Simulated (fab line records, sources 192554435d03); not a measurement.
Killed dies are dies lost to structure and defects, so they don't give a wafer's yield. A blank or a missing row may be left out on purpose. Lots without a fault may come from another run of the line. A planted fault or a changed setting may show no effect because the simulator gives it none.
Split-lot experiment | flow n5_finfet | 7 lots, 21 wafers read, on a route of 1938 steps

THE SPLIT
At N5_SD_EPI_P_EXPOSE_06 (exposes mask SD P BLK, target cd 240 nm), the setting dose_mj was moved away from the recipe's 39.5 on 7 of the 21 wafers read, by -6.3% to +6.2%. The other wafers ran this setting at the recipe's value.

FROM THE SPLIT TO THE READING: what the file shows between them, 2 steps
- N5_SD_EPI_P_PEB_07: peb time 60 s
- N5_SD_EPI_P_DEVELOP_08: develop time 30 s

THE READING
cd_nm, in nm, at N5_SD_EPI_P_CD_MEAS_09 (target cd 240 nm). Fault-free wafers of this fab line usually give 240.2 nm, standard deviation 0.69 nm.

wafer  | tool, chamber at the split | dose_mj as run | against the recipe | cd_nm, nm | against lot-mates on the recipe
L083.3 | arfi_scanner-01, 0         | 37.02          | -6.3%              | 236.6     | no lot-mate on the recipe
L083.4 | arfi_scanner-01, 0         | 37.02          | -6.3%              | 235.5     | no lot-mate on the recipe
L083.6 | arfi_scanner-01, 0         | 37.02          | -6.3%              | 236.3     | no lot-mate on the recipe
L089.2 | arfi_scanner-01, 0         | 39.5           | recipe             | 240.1     | -
L089.5 | arfi_scanner-01, 0         | 39.5           | recipe             | 241.4     | -
L089.6 | arfi_scanner-01, 0         | 39.5           | recipe             | 241.6     | -
L090.1 | arfi_scanner-03, 0         | 39.5           | recipe             | 240.7     | -
L090.2 | arfi_scanner-03, 0         | 39.5           | recipe             | 239.4     | -
L090.6 | arfi_scanner-03, 0         | 39.5           | recipe             | 241.5     | -
L091.2 | arfi_scanner-01, 0         | 41.95          | +6.2%              | 245.1     | +3.8
L091.4 | arfi_scanner-01, 0         | 41.95          | +6.2%              | 244.6     | +3.3
L091.5 | arfi_scanner-01, 0         | 39.5           | recipe             | 241.3     | -
L092.1 | arfi_scanner-03, 0         | 41.48          | +5.0%              | 243.4     | +2.8
L092.3 | arfi_scanner-03, 0         | 39.5           | recipe             | 240.1     | -
L092.5 | arfi_scanner-03, 0         | 39.5           | recipe             | 241.0     | -
L094.2 | arfi_scanner-03, 0         | 39.5           | recipe             | 239.2     | -
L094.4 | arfi_scanner-03, 0         | 38.16          | -3.4%              | 238.2     | -1.4
L094.6 | arfi_scanner-03, 0         | 39.5           | recipe             | 240.1     | -
L097.1 | arfi_scanner-01, 0         | 39.5           | recipe             | 240.2     | -
L097.2 | arfi_scanner-01, 0         | 39.5           | recipe             | 240.4     | -
L097.4 | arfi_scanner-01, 0         | 39.5           | recipe             | 240.6     | -

THE FIT
A straight line over all 21 wafers: cd_nm changes by +0.684 nm for each +1% of dose_mj; r = +0.96; the points scatter about the line by 0.67 nm.
The same after taking each lot's own level away (the mean of its wafers on the recipe; 18 wafers): +0.552 nm for each +1%; r = +0.93; scatter 0.55 nm.
On that fit, the largest move of dose_mj shifts the reading by 3.5 nm.
The lots' own levels span 239.65 to 241.30 nm, that is 2.4 times the standard deviation above.
So the lot-to-lot level changes the slope: the two fits differ.
Check: with one of the wafers moved furthest among these (+6.2%) left out of the fit, the line predicts +3.29 nm for it against its lot-mates. It came out at +3.8 nm against them.

OTHER SPLITS ON THESE WAFERS
These wafers also went through other splits before the reading. Each is held against what the fit with the lots' levels taken away leaves over:
other split on the same wafers  | wafers away from the commonest value | r with cd_nm (lot level and that fit taken away)
N5_DUMMY_GATE_EXPOSE_12 dose_mj | 4                                    | -0.09
N5_SD_EPI_P_COAT_34 spin_rpm    | 5                                    | -0.02

THE WHOLE CHAIN: every reading that the file lists as answering this split, in the file's order
step                   | what it does             | reading                                                         | change (the file's fit)               | r (the file's)
N5_SD_EPI_P_CD_MEAS_09 | target cd 240 nm         | cd_nm                                                           | +0.545 nm for each +1% of the setting | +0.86
N5_SD_EPI_P_DESCUM_14  | chemistry O2, time 7.9 s | SD_EPI_P.cd_nm (the simulator's own value, which no gauge read) | +0.585 nm for each +1% of the setting | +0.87

THE FILE'S OWN FIT
cd_nm changes by +0.545 nm for each +1% of dose_mj, r = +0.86.
